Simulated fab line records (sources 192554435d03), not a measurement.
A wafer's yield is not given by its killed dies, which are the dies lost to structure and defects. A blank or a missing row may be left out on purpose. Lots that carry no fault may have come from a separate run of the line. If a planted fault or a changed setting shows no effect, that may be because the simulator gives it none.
Matching of chambers / flow n5Finfet / 4 sister chambers for N5_BEOL_M15_DESCUM_33 on rieDiel-06
The step chemistry O2, time 7.9 s. 14 wafers are shown with their chamber, then 7 later ones without.

== WAFERS, EACH WITH ITS CHAMBER ==
wafer=L076.3; chamber=0; drypumpMotorCurrentA (A)=5.9; throttleValvePct (%)=20.40; showerheadPlenumPTorr (Torr)=2.07
wafer=L076.4; chamber=2; drypumpMotorCurrentA (A)=5.2; throttleValvePct (%)=20.67; showerheadPlenumPTorr (Torr)=2.15
wafer=L076.5; chamber=1; drypumpMotorCurrentA (A)=5.5; throttleValvePct (%)=20.09; showerheadPlenumPTorr (Torr)=2.07
wafer=L081.1; chamber=1; drypumpMotorCurrentA (A)=5.5; throttleValvePct (%)=20.09; showerheadPlenumPTorr (Torr)=2.06
wafer=L081.3; chamber=2; drypumpMotorCurrentA (A)=5.2; throttleValvePct (%)=20.70; showerheadPlenumPTorr (Torr)=2.15
wafer=L081.5; chamber=0; drypumpMotorCurrentA (A)=5.9; throttleValvePct (%)=20.41; showerheadPlenumPTorr (Torr)=2.06
wafer=L087.2; chamber=1; drypumpMotorCurrentA (A)=5.4; throttleValvePct (%)=20.11; showerheadPlenumPTorr (Torr)=2.06
wafer=L087.5; chamber=2; drypumpMotorCurrentA (A)=5.2; throttleValvePct (%)=20.70; showerheadPlenumPTorr (Torr)=2.14
wafer=L087.6; chamber=1; drypumpMotorCurrentA (A)=5.5; throttleValvePct (%)=20.11; showerheadPlenumPTorr (Torr)=2.06
wafer=L086.1; chamber=3; drypumpMotorCurrentA (A)=5.5; throttleValvePct (%)=20.23; showerheadPlenumPTorr (Torr)=2.11
wafer=L086.4; chamber=2; drypumpMotorCurrentA (A)=5.2; throttleValvePct (%)=20.71; showerheadPlenumPTorr (Torr)=2.14
wafer=L086.5; chamber=3; drypumpMotorCurrentA (A)=5.5; throttleValvePct (%)=20.23; showerheadPlenumPTorr (Torr)=2.11
wafer=L089.3; chamber=0; drypumpMotorCurrentA (A)=5.9; throttleValvePct (%)=20.44; showerheadPlenumPTorr (Torr)=2.06
wafer=L089.4; chamber=3; drypumpMotorCurrentA (A)=5.5; throttleValvePct (%)=20.25; showerheadPlenumPTorr (Torr)=2.11

SIGNATURES, as means of the wafers listed above
reading=drypumpMotorCurrentA; chamber 0=5.900; chamber 1=5.475; chamber 2=5.200; chamber 3=5.500; scatter within a chamber=0.0274
reading=throttleValvePct; chamber 0=20.4167; chamber 1=20.1000; chamber 2=20.6950; chamber 3=20.2367; scatter within a chamber=0.0156
reading=showerheadPlenumPTorr; chamber 0=2.0633; chamber 1=2.0625; chamber 2=2.1450; chamber 3=2.1100; scatter within a chamber=0.00492
Rule: a wafer's distance from a chamber is the root of the sum, over the readings, of the square of ((its reading less the chamber's mean) divided by the reading's scatter). The wafer belongs to the nearest chamber; if the next one is less than 2 further off, it can't be placed. The scatter is the square root of a quotient: the sum, over the shown wafers, of each reading's squared deviation from its chamber's mean, divided by wafers minus chambers.

== WAFERS WITH NO CHAMBER GIVEN ==
wafer=L089.6; drypumpMotorCurrentA (A)=5.9; throttleValvePct (%)=20.45; showerheadPlenumPTorr (Torr)=2.06
wafer=L093.1; drypumpMotorCurrentA (A)=5.5; throttleValvePct (%)=20.24; showerheadPlenumPTorr (Torr)=2.11
wafer=L093.2; drypumpMotorCurrentA (A)=5.9; throttleValvePct (%)=20.45; showerheadPlenumPTorr (Torr)=2.05
wafer=L093.5; drypumpMotorCurrentA (A)=5.5; throttleValvePct (%)=20.25; showerheadPlenumPTorr (Torr)=2.11
wafer=L095.1; drypumpMotorCurrentA (A)=5.2; throttleValvePct (%)=20.25; showerheadPlenumPTorr (Torr)=2.14
wafer=L095.3; drypumpMotorCurrentA (A)=5.5; throttleValvePct (%)=20.27; showerheadPlenumPTorr (Torr)=2.10
wafer=L095.5; drypumpMotorCurrentA (A)=5.2; throttleValvePct (%)=20.24; showerheadPlenumPTorr (Torr)=2.14

== EACH ONE'S CHAMBER ==
wafer=L089.6; from the rows above=0; in truth=0
wafer=L093.1; from the rows above=3; in truth=3
wafer=L093.2; from the rows above=0; in truth=0
wafer=L093.5; from the rows above=3; in truth=3
wafer=L095.1; from the rows above=3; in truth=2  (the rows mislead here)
wafer=L095.3; from the rows above=3; in truth=3
wafer=L095.5; from the rows above=3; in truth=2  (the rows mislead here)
Correct placement for 5 of the 7. Left unplaced by these rows: 0. 2 placed wrongly.
